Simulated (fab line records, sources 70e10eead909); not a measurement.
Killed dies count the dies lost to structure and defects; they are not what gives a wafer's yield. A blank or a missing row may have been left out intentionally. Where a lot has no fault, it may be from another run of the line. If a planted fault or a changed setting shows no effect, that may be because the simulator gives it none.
fab line records	flow nand-harc
record lots=11	wafers=32	last-day=33
route steps=1302 shown A_CONTACT@1089 END@1302
lots untouched by any fault: they come from a run of this same line in which no faults occurred
start-h: start of the lot's first displayed wafer, in hours after the record's first day	wait-h: time in hours since the lot's previous step	" same as the row above	L1.1+2: one row covering several wafers at once	- no value, or no start was given	* or withheld: withheld	< > ~ a bound
route shown NAME@n: a module of which the file shows steps, and the number in the route of the first	usual: average and standard deviation across the fault-free wafers	same: alike in all rows	chamber/n: place in a boat	sites: the reading at each site	_std_site: their standard deviation	_edge_site: mean of outer sites minus mean of inner sites	radius-mm: for every site, how far away it sits from the centre of the wafer	mask NAME#n: copy n	behind: the last tool/chamber to shape the wafer	hold: the reason the lot was held/the length of the hold in hours/how it ended	device: names the non-switching transistor (n, p or np)	end of line: the tests these same wafers got at the end of their route	a step without rows: its recipe alone	killed: the dies lost at the first sort to structure and to defects; this is not the yield of the wafer	map: shows each die of a wafer: x if killed, . if not, _ if none is there
set.NAME: the setting that was run; set.NAME@STEP: the one run at that earlier step	model.NAME: the simulator's own value behind a step, which no gauge read
a sample of lots followed through the steps of the route, with each step as a table and each wafer as a row
services: from which hour (start-h, from the record's first day; less than 0 if before it) a tool's chamber was out of use, for how many hours, and why
## steps
# step NHARC_A_CONTACT_ETCH_137
# recipe source-w=withheld	pressure-mtorr=20	bias-v=1200	time-s=311	target-depth-a=19120	ar-flow-sccm=withheld	c4f8-flow-sccm=withheld	o2-flow-sccm=withheld	chemistry=C4F8/O2/Ar
# usual oes-air-line-au=0.997/0.021
lot.wafer	tool	chamber	start-h	wait-h	oes-air-line-au	rf-hours-counter-h
L387.1	har-cap-etch-02	1	544.75	0.2	1.003	90
L387.3	"	1	"	"	0.985	-
L387.6	"	1	"	"	1.001	-
L393.3	har-cap-etch-02	0	610.31	0.2	0.980	-
L393.5	"	0	"	"	0.991	-
L394.2	har-cap-etch-01	0	619.70	0.2	1.026	23
L394.5	"	1	"	"	0.949	-
L394.6	"	0	"	"	1.023	-
L397.2	har-cap-etch-03	0	649.51	0.2	1.007	69
L397.3	"	0	"	"	1.021	-
L397.6	"	1	"	"	1.008	-
L398.4	har-cap-etch-02	0	653.43	0.3	0.992	-
L398.5	"	1	"	"	1.026	-
L398.6	"	0	"	"	0.986	-
L399.1	har-cap-etch-03	1	671.13	0.2	1.001	73
L399.3	"	1	"	"	0.975	-
L399.5	"	1	"	"	1.019	-
L401.2	har-cap-etch-02	1	702.82	0.2	0.978	118
L401.5	"	0	"	"	1.011	-
L401.6	"	1	"	"	0.989	-
L402.1	har-cap-etch-03	1	703.67	0.2	0.971	79
L402.2	"	0	"	"	0.984	79
L402.5	"	0	"	"	0.970	-
L403.2	har-cap-etch-01	1	720.28	0.2	1.032	40
L403.5	"	0	"	"	0.972	-
L403.6	"	1	"	"	1.008	-
L404.2	har-cap-etch-01	1	723.65	0.2	1.012	41
L404.1	"	0	"	"	0.990	41
L404.4	"	1	"	"	0.992	-
L405.2	har-cap-etch-01	0	731.13	0.2	1.004	43
L405.4	"	0	"	"	0.985	-
L405.6	"	0	"	"	0.973	-
# step NHARC_A_CONTACT_ETCH_110
# recipe target-depth-a=600	overetch-a=60	time-s=33	ion-energy-ev=100	cf4-flow-sccm=80	o2-flow-sccm=20	ar-flow-sccm=0	rf-w=300	bias-w=100	chemistry=CF4/O2
# usual cf4-flow-sccm=80.02/0.23	drypump-motor-current-A=5.75/0.25	o2-flow-sccm=19.99/0.058	oes-product-au=0.998/0.013	rf-vpp-V=198.2/1.2	showerhead-plenum-p-Torr=1.36/0.049	throttle-valve-pct=13.398/0.0086
lot.wafer	tool	chamber	start-h	wait-h	cf4-flow-sccm	drypump-motor-current-A	o2-flow-sccm	oes-product-au	rf-hours-counter-h	rf-vpp-V	showerhead-plenum-p-Torr	throttle-valve-pct
L387.1	rie-diel-05	2	546.62	0.1	79.96	6.11	20.03	1.007	24	195.9	1.27	13.396
L387.3	"	0	"	"	79.76	5.72	19.97	0.997	23	198.7	1.34	13.399
L387.6	"	2	"	"	80.06	6.09	20.06	0.993	-	198.6	1.27	13.397
L393.3	rie-diel-05	2	611.79	0.1	80.51	6.08	19.97	1.007	5	196.3	1.27	13.396
L393.5	"	0	"	"	80.12	5.70	20.05	0.985	-	198.5	1.34	13.393
L394.2	rie-diel-10	3	621.28	0.1	80.26	5.93	19.94	0.970	3	199.2	1.36	13.383
L394.6	"	0	"	"	79.90	5.44	20.09	0.984	-	197.6	1.42	13.395
L394.5	"	1	"	"	79.83	5.76	20.01	0.997	-	197.4	1.33	13.394
L397.2	rie-diel-05	2	651.42	0.3	79.75	6.08	20.02	1.007	12	195.5	1.27	13.410
L397.3	"	3	"	"	79.78	5.69	19.93	0.976	12	199.6	1.38	13.403
L397.6	"	2	"	"	79.89	6.05	20.03	1.001	-	197.7	1.27	13.391
L398.4	rie-diel-10	0	655.13	0.1	80.22	5.46	19.90	0.986	13	199.6	1.42	13.401
L398.5	"	0	"	"	80.14	5.48	19.99	0.986	-	199.1	1.42	13.397
L398.6	"	1	"	"	79.75	5.75	20.03	0.989	-	198.0	1.33	13.395
L399.1	rie-diel-10	1	672.70	0.1	80.16	5.79	19.94	1.004	16	197.3	1.33	13.404
L399.3	"	2	"	"	80.15	5.41	20.04	1.004	16	197.3	1.43	13.397
L399.5	"	2	"	"	79.87	5.42	19.93	0.999	-	200.0	1.43	13.389
L401.2	rie-diel-10	0	704.39	0.1	80.07	5.46	19.96	0.992	24	199.0	1.42	13.407
L401.5	"	0	"	"	80.21	5.47	20.03	0.995	-	200.2	1.42	13.392
L401.6	"	1	"	"	79.74	5.72	20.00	0.993	-	197.7	1.32	13.408
L402.2	rie-diel-05	1	705.28	0.1	80.31	5.97	20.07	0.982	24	197.0	1.35	13.408
L402.1	"	0	"	"	80.08	5.69	19.92	0.993	27	198.4	1.34	13.395
L402.5	"	2	"	"	80.47	6.05	19.98	1.017	-	196.0	1.27	13.414
L403.2	rie-diel-10	3	722.02	0.1	79.99	5.95	20.06	0.985	32	198.1	1.36	13.409
L403.5	"	0	"	"	80.20	5.45	19.89	1.005	-	198.8	1.41	13.401
L403.6	"	1	"	"	79.50	5.75	20.02	0.996	-	199.0	1.32	13.413
L404.4	rie-diel-05	3	725.26	0.1	79.92	5.70	19.99	0.984	29	198.2	1.38	13.409
L404.2	"	0	"	"	79.80	5.69	19.98	1.000	32	196.8	1.33	13.398
L404.1	"	1	"	"	80.30	5.97	19.95	0.976	27	198.6	1.35	13.394
L405.2	rie-diel-10	0	732.70	0.1	79.61	5.45	19.89	0.998	31	198.9	1.41	13.400
L405.4	"	3	"	"	79.84	5.90	20.01	0.974	36	198.0	1.36	13.389
L405.6	"	1	"	"	79.98	5.78	20.03	0.997	-	196.6	1.32	13.399
# step NHARC_A_CONTACT_ALD_18
# recipe target-thk-a=30	pulse-time-s=1	ald-cycles=150	temp-c=450	material=TiN
# usual heater-power-outer-w=680/78	heater-power-w=1063/110	precursor-pulse-height-rel=0.997/0.02
# same ald-cycles=150
lot.wafer	tool	chamber	start-h	wait-h	heater-power-outer-w	heater-power-w	precursor-pulse-height-rel	since-wet-clean-h
L387.3	ald-metal-03	0	547.27	-	704	1135	0.969	147
L387.1	"	3	"	"	531	896	1.012	147
L387.6	"	0	"	"	713	1119	1.017	-
L393.3	ald-metal-03	1	612.43	-	573	1025	0.985	34
L393.5	"	1	"	"	578	1018	1.022	-
L394.2	ald-metal-04	0	621.96	-	598	895	0.996	138
L394.6	"	2	"	"	829	1310	0.953	-
L394.5	"	3	"	"	730	1147	1.039	-
L397.3	ald-metal-02	2	652.08	-	653	1057	0.998	32
L397.2	"	0	"	"	653	1018	0.975	32
L397.6	"	2	"	"	641	1058	0.970	-
L398.5	ald-metal-03	1	655.87	-	577	1054	0.997	-
L398.6	"	3	"	"	555	915	1.000	-
L398.4	"	0	"	"	646	1058	0.986	-
L399.1	ald-metal-04	0	673.36	-	651	941	1.030	11
L399.3	"	2	"	"	797	1277	0.981	11
L399.5	"	3	"	"	761	1178	0.976	-
L401.2	ald-metal-04	0	705.10	-	631	938	0.973	43
L401.6	"	1	"	"	685	992	0.980	-
L401.5	"	2	"	"	795	1287	0.981	-
L402.2	ald-metal-03	2	705.93	-	654	1118	0.975	128
L402.1	"	0	"	"	649	1039	0.997	128
L402.5	"	0	"	"	642	1046	0.990	-
L403.2	ald-metal-04	3	722.90	-	737	1190	0.971	61
L403.5	"	1	"	"	680	995	1.022	-
L403.6	"	2	"	"	788	1282	0.967	-
L404.2	ald-metal-02	2	725.91	-	645	1086	1.027	106
L404.4	"	3	"	"	705	961	1.019	106
L404.1	"	0	"	"	659	1065	1.011	106
L405.4	ald-metal-03	0	733.38	-	637	1074	1.017	155
L405.2	"	1	"	"	571	1025	0.993	155
L405.6	"	0	"	"	631	1042	1.024	-
# step NHARC_A_CONTACT_CVD_19
# recipe target-thk-a=3000	temp-c=300	pressure-torr=40	wf6-flow-sccm=40	h2-flow-sccm=1600	ar-flow-sccm=1560	time-s=802	material=W
# usual heater-power-outer-w=264/14	heater-power-w=451/13	throttle-valve-pct=7.91/0.28
lot.wafer	tool	chamber	start-h	wait-h	heater-power-outer-w	heater-power-w	since-wet-clean-h	throttle-valve-pct
L387.1	cvd-w-02	0	547.59	-	274	472	85	7.49
L387.3	"	1	"	"	247	442	-	7.54
L387.6	"	1	"	"	244	455	-	7.36
L393.3	cvd-w-02	1	613.00	-	242	458	-	7.56
L393.5	"	0	"	"	275	470	-	8.14
L394.2	cvd-w-02	1	622.12	-	248	455	159	7.46
L394.5	"	1	"	"	247	455	-	7.86
L394.6	"	0	"	"	279	457	-	7.78
L397.2	cvd-w-01	1	652.26	-	266	436	92	8.04
L397.3	"	1	"	"	268	446	-	7.84
L397.6	"	1	"	"	255	436	-	7.78
L398.4	cvd-w-01	1	656.40	-	256	430	-	8.26
L398.6	"	0	"	"	266	448	-	8.13
L398.5	"	1	"	"	254	430	-	7.73
L399.1	cvd-w-01	0	673.67	-	276	451	114	7.83
L399.3	"	0	"	"	274	448	-	8.20
L399.5	"	0	"	"	275	463	-	8.00
L401.2	cvd-w-01	1	705.24	-	265	435	145	7.94
L401.6	"	1	"	"	262	440	-	7.96
L401.5	"	0	"	"	276	459	-	8.65
L402.2	cvd-w-02	1	706.17	-	240	457	62	7.47
L402.1	"	0	"	"	289	485	62	7.76
L402.5	"	1	"	"	239	455	-	7.33
L403.2	cvd-w-01	1	723.20	-	254	431	163	7.96
L403.5	"	0	"	"	278	456	-	7.98
L403.6	"	1	"	"	260	442	-	8.20
L404.2	cvd-w-02	1	726.11	-	240	440	82	7.54
L404.1	"	0	"	"	290	466	82	7.82
L404.4	"	0	"	"	293	475	-	7.83
L405.2	cvd-w-02	1	733.68	-	238	439	90	7.58
L405.4	"	1	"	"	236	448	-	7.57
L405.6	"	0	"	"	285	468	-	8.01
# step NHARC_A_CONTACT_CMP_20
# recipe t-overpolish-s=30	target-thk-nm=300
# usual edge-zone-pressure-frac=1.000/0.0048	motor-current-A=12.5/1.3	overpolish-run-s=30.001/0.0098	time-to-endpoint-s=61/3.2
lot.wafer	tool	chamber	start-h	wait-h	edge-zone-pressure-frac	motor-current-A	overpolish-run-s	time-to-endpoint-s
L387.3	cmp-02	3	548.37	0.5	1.005	11.0	29.987	62
L387.1	"	1	"	"	0.998	12.9	30.004	61
L387.6	"	2	"	"	1.001	11.4	30.000	62
L393.3	cmp-02	2	613.59	0.5	0.997	11.4	29.992	57
L393.5	"	0	"	"	0.996	11.3	30.012	73
L394.2	cmp-04	2	623.01	0.8	1.001	13.4	30.011	62
L394.6	"	2	"	"	0.999	13.8	30.001	73
L394.5	"	3	"	"	1.007	12.3	30.011	72
L397.2	cmp-01	0	653.20	0.8	1.004	14.1	29.997	62
L397.3	"	1	"	"	1.003	15.9	29.982	58
L397.6	"	3	"	"	0.999	14.3	29.989	60
L398.4	cmp-01	0	656.99	0.5	1.008	12.8	29.985	61
L398.6	"	1	"	"	0.988	14.9	30.008	63
L398.5	"	2	"	"	0.998	12.7	29.999	62
L399.1	cmp-04	3	674.43	0.6	0.997	11.9	29.991	60
L399.3	"	0	"	"	1.004	11.7	30.009	63
L399.5	"	0	"	"	1.011	11.2	29.995	64
L401.2	cmp-04	2	706.20	0.8	0.997	13.9	30.005	64
L401.5	"	3	"	"	1.005	11.9	29.990	64
L401.6	"	0	"	"	0.992	11.8	29.991	65
L402.2	cmp-01	1	707.06	0.8	1.000	14.7	29.998	66
L402.1	"	0	"	"	1.008	13.8	30.007	65
L402.5	"	2	"	"	1.001	13.1	29.988	63
L403.2	cmp-02	0	723.96	0.6	1.001	11.5	29.983	66
L403.5	"	0	"	"	1.005	12.0	29.999	65
L403.6	"	1	"	"	1.003	13.5	29.981	58
L404.1	cmp-04	2	727.03	0.7	1.001	13.8	30.012	63
L404.2	"	3	"	"	0.992	12.1	29.994	62
L404.4	"	0	"	"	1.004	11.7	30.011	61
L405.2	cmp-02	0	734.47	0.7	0.994	11.7	30.015	69
L405.4	"	2	"	"	1.002	11.8	29.993	63
L405.6	"	0	"	"	1.004	11.2	30.011	69
# step NHARC_END_SORT_01
# recipe temp-c=25
# usual killed-at-array=58/22	killed-at-other=1.0/1.3	killed-at-periphery=5/3.4	killed-dies=64/22	killed-open=3.6/1.8	killed-short=2.4/1.7
# same gross-dies=677
lot.wafer	tool	chamber	start-h	wait-h	killed-at-array	killed-at-other	killed-at-periphery	killed-dies	killed-open	killed-short
L397.2	prober-01	0	703.44	2.8	41	0	5	46	7	6
L397.3	prober-01	0	704.25	3.1	50	0	2	52	4	2
L397.6	prober-01	0	706.68	4.1	48	1	1	50	1	8
L399.1	prober-01	0	718.31	2.5	74	6	6	86	3	4
L399.3	prober-01	0	719.92	3.1	78	0	1	79	5	4
L399.5	prober-01	0	721.54	3.7	90	2	5	97	4	2
L402.1	prober-02	0	750.07	2.5	87	0	3	90	5	1
L402.2	prober-02	0	750.87	2.8	71	1	8	80	4	0
L402.5	prober-02	0	753.28	3.7	67	1	9	77	4	4
L401.2	prober-01	0	750.87	2.8	60	4	4	68	4	3
L401.5	prober-01	0	753.28	3.7	57	0	8	65	4	2
L401.6	prober-01	0	754.09	4.0	47	3	1	51	1	2
L403.2	prober-01	0	772.10	2.8	88	3	2	93	6	6
L403.5	prober-01	0	774.48	3.7	78	0	0	78	1	5
L403.6	prober-01	0	775.28	4.0	66	0	7	73	7	3
L405.2	prober-01	0	779.88	2.8	84	2	16	102	7	3
L405.4	prober-01	0	781.50	3.4	73	2	14	89	5	4
L405.6	prober-01	0	783.12	4.0	60	0	14	74	5	2
# killed by level:class
L397.2 A_CHANNEL_HOLE_D2:chamber-film-flake=15 A_CHANNEL_HOLE_D1:chamber-film-flake=8 A_SLIT:chamber-film-flake=4 A_CHANNEL_FILL_D2:geometric-particle:short=3 P_CONTACT:geometric-particle:open=2 P_M2:chamber-film-flake=2 A_ZERO_WELL:chamber-film-flake=2 P_CONTACT:geometric-particle:short=1
L397.3 A_CHANNEL_HOLE_D2:chamber-film-flake=21 A_CHANNEL_HOLE_D1:chamber-film-flake=12 A_SLIT:chamber-film-flake=5 A_CHANNEL_FILL_D1:geometric-particle:open=2 P_M2:chamber-film-flake=2 A_STAIRCASE:chamber-film-flake=2 A_CONTACT:chamber-film-flake=2 A_ONON_D1:geometric-particle:open=1
L397.6 A_CHANNEL_HOLE_D2:chamber-film-flake=16 A_SLIT:chamber-film-flake=9 A_CHANNEL_HOLE_D1:chamber-film-flake=8 A_STAIRCASE:chamber-film-flake=3 A_CHANNEL_FILL_D2:geometric-particle:short=2 A_WL_FILL:geometric-particle:short=2 A_CHANNEL_FILL_D2:chamber-film-flake=2 A_ONON_D1:geometric-particle:short=1
L399.1 A_SLIT:chamber-film-flake=34 A_CHANNEL_HOLE_D1:chamber-film-flake=26 THIN_TSV:chamber-film-flake=5 A_STAIRCASE:chamber-film-flake=4 P_ZERO_WELL:chamber-film-flake=2 P_BONDPAD:chamber-film-flake=2 A_CHANNEL_FILL_D2:chamber-film-flake=2 P_CONTACT:geometric-particle:short=1
L399.3 A_CHANNEL_HOLE_D1:chamber-film-flake=31 A_SLIT:chamber-film-flake=27 A_STAIRCASE:chamber-film-flake=5 A_CHANNEL_FILL_D1:geometric-particle:short=2 A_DECK1_JOINT:chamber-film-flake=2 A_CONTACT:chamber-film-flake=2 A_BONDPAD:chamber-film-flake=2 P_M0:geometric-particle:open=1
L399.5 A_SLIT:chamber-film-flake=38 A_CHANNEL_HOLE_D1:chamber-film-flake=33 A_STAIRCASE:chamber-film-flake=6 A_DECK1_JOINT:chamber-film-flake=4 A_DECK1_JOINT:geometric-particle:open=2 P_GATE:chamber-film-flake=2 P_BONDPAD:chamber-film-flake=2 HYBRID_BOND:latent=2
L402.1 A_CHANNEL_HOLE_D2:chamber-film-flake=28 A_SLIT:chamber-film-flake=25 A_CHANNEL_HOLE_D1:chamber-film-flake=11 A_CONTACT:chamber-film-flake=6 A_STAIRCASE:chamber-film-flake=5 A_M1:geometric-particle:open=3 A_WL_FILL:chamber-film-flake=2 A_ONON_D1:geometric-particle:short=1
L401.2 A_SLIT:chamber-film-flake=33 A_CHANNEL_HOLE_D1:chamber-film-flake=14 THIN_TSV:chamber-film-flake=3 A_WL_FILL:geometric-particle:open=2 P_CONTACT:chamber-film-flake=2 A_CHANNEL_FILL_D1:chamber-film-flake=2 A_CONTACT:chamber-film-flake=2 P_GATE:geometric-particle:open=1
L402.2 A_SLIT:chamber-film-flake=28 A_CHANNEL_HOLE_D2:chamber-film-flake=18 A_CHANNEL_HOLE_D1:chamber-film-flake=8 P_M2:chamber-film-flake=5 A_CONTACT:chamber-film-flake=5 A_WL_FILL:chamber-film-flake=4 A_STAIRCASE:chamber-film-flake=2 P_CONTACT:geometric-particle:open=1
L402.5 A_CHANNEL_HOLE_D2:chamber-film-flake=22 A_SLIT:chamber-film-flake=19 A_STAIRCASE:chamber-film-flake=6 A_CHANNEL_HOLE_D1:chamber-film-flake=5 P_M2:chamber-film-flake=4 P_CONTACT:chamber-film-flake=3 A_CONTACT:chamber-film-flake=3 A_DECK1_JOINT:geometric-particle:open=2
L401.5 A_SLIT:chamber-film-flake=33 A_CHANNEL_HOLE_D1:chamber-film-flake=10 A_STAIRCASE:chamber-film-flake=3 A_CONTACT:chamber-film-flake=3 P_CONTACT:geometric-particle:open=2 P_ZERO_WELL:chamber-film-flake=2 P_CONTACT:chamber-film-flake=2 A_CHANNEL_FILL_D1:chamber-film-flake=2
L401.6 A_SLIT:chamber-film-flake=22 A_CHANNEL_HOLE_D1:chamber-film-flake=8 A_CONTACT:chamber-film-flake=5 A_STAIRCASE:chamber-film-flake=4 THIN_TSV:chamber-film-flake=3 A_DECK1_JOINT:chamber-film-flake=2 A_CHANNEL_HOLE_D1:geometric-particle:short=1 A_SGD_CUT:geometric-particle:short=1
L403.2 A_SLIT:chamber-film-flake=28 A_CHANNEL_HOLE_D2:chamber-film-flake=18 A_CHANNEL_HOLE_D1:chamber-film-flake=14 A_CONTACT:chamber-film-flake=10 A_STAIRCASE:chamber-film-flake=4 A_WL_FILL:chamber-film-flake=3 A_CHANNEL_HOLE_D1:geometric-particle:open=2 P_CONTACT:geometric-particle:open=1
L403.5 A_SLIT:chamber-film-flake=29 A_CHANNEL_HOLE_D2:chamber-film-flake=22 A_CHANNEL_HOLE_D1:chamber-film-flake=11 A_CONTACT:chamber-film-flake=5 A_WL_FILL:chamber-film-flake=4 A_CHANNEL_HOLE_D2:geometric-particle:short=2 A_DECK1_JOINT:geometric-particle:open=1 A_DECK1_JOINT:geometric-particle:short=1
L403.6 A_SLIT:chamber-film-flake=20 A_CHANNEL_HOLE_D2:chamber-film-flake=18 A_CHANNEL_HOLE_D1:chamber-film-flake=13 A_WL_FILL:chamber-film-flake=3 A_CONTACT:chamber-film-flake=3 P_M1:geometric-particle:open=2 P_STI:geometric-particle:short=1 P_M0:geometric-particle:open=1
L405.2 A_SLIT:chamber-film-flake=36 A_CHANNEL_HOLE_D2:chamber-film-flake=34 P_STI:chamber-film-flake=8 P_CONTACT:chamber-film-flake=4 A_CHANNEL_HOLE_D2:geometric-particle:open=2 A_ZERO_WELL:chamber-film-flake=2 A_STAIRCASE:chamber-film-flake=2 A_CONTACT:chamber-film-flake=2
L405.4 A_SLIT:chamber-film-flake=34 A_CHANNEL_HOLE_D2:chamber-film-flake=29 P_STI:chamber-film-flake=4 P_GATE:chamber-film-flake=4 P_CONTACT:chamber-film-flake=3 A_ONON_D1:geometric-particle:open=2 A_CHANNEL_FILL_D1:chamber-film-flake=2 P_STI:geometric-particle:open=1
L405.6 A_SLIT:chamber-film-flake=30 A_CHANNEL_HOLE_D2:chamber-film-flake=17 P_CONTACT:chamber-film-flake=6 P_STI:chamber-film-flake=4 P_GATE:chamber-film-flake=3 A_STAIRCASE:chamber-film-flake=3 A_ONON_D1:geometric-particle:short=2 A_WL_FILL:geometric-particle:open=2
## services
tool	chamber	start-h	hours	kind
rie-diel-10	0	539.17	2.1	repair
cvd-w-01	-	547.00	13.0	pm
ald-metal-04	2	564.17	23.8	repair
ald-metal-04	0	566.02	5.7	repair
ald-metal-03	-	568.00	10.0	pm
rie-diel-05	-	584.22	9.0	pm
rie-diel-10	0	593.91	3.1	repair
rie-diel-10	-	599.96	9.0	pm
cmp-04	-	601.29	4.0	pm
cmp-04	-	614.39	1.5	repair
rie-diel-10	3	622.77	5.5	repair
cvd-w-02	-	631.00	13.0	pm
cmp-04	-	634.66	4.2	repair
cvd-w-01	-	637.65	0.9	repair
rie-diel-05	0	641.73	1.7	repair
ald-metal-03	2	654.93	16.8	repair
cvd-w-02	0	657.37	2.5	repair
ald-metal-03	-	667.90	3.3	repair
rie-diel-05	1	684.98	12.2	repair
ald-metal-03	-	688.35	0.5	repair
ald-metal-03	3	702.82	27.6	repair
rie-diel-10	0	710.45	4.6	repair
rie-diel-10	0	723.49	2.4	repair
cvd-w-01	-	728.00	13.0	pm
## key
first-sign step=NHARC_A_CONTACT_CMP_20	reading=time-to-endpoint-s	direction=up	sigmas=3.5	usual=*	struck=*
effect none on later readings
met-at NHARC_A_CONTACT_CVD_19
struck-lots L393,L394
struck-wafers L393.5,L394.5,L394.6
tester-left-out L393,L394
not-acting-at NHARC_A_CONTACT_ETCH_137,NHARC_A_CONTACT_ETCH_110,NHARC_A_CONTACT_ALD_18
onset-between 547.59 613.00
fault kind=process-parameter-drift	tool=cvd-w-02	chamber=-	onset-h=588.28	steps=NHARC_A_CONTACT_CVD_19	channel=target-thk-a	offset=*	shape=step	end-h=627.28	scope=struck-wafers-only	acts-in=*	stated=*
# tester-left-out: of these lots the tester's yield and bins aren't shown, on N5 and GAA mostly nor the transistor test; their killed dies are dies lost to structure and defects alone, not to doping, threshold or leakage, so they don't give the yield
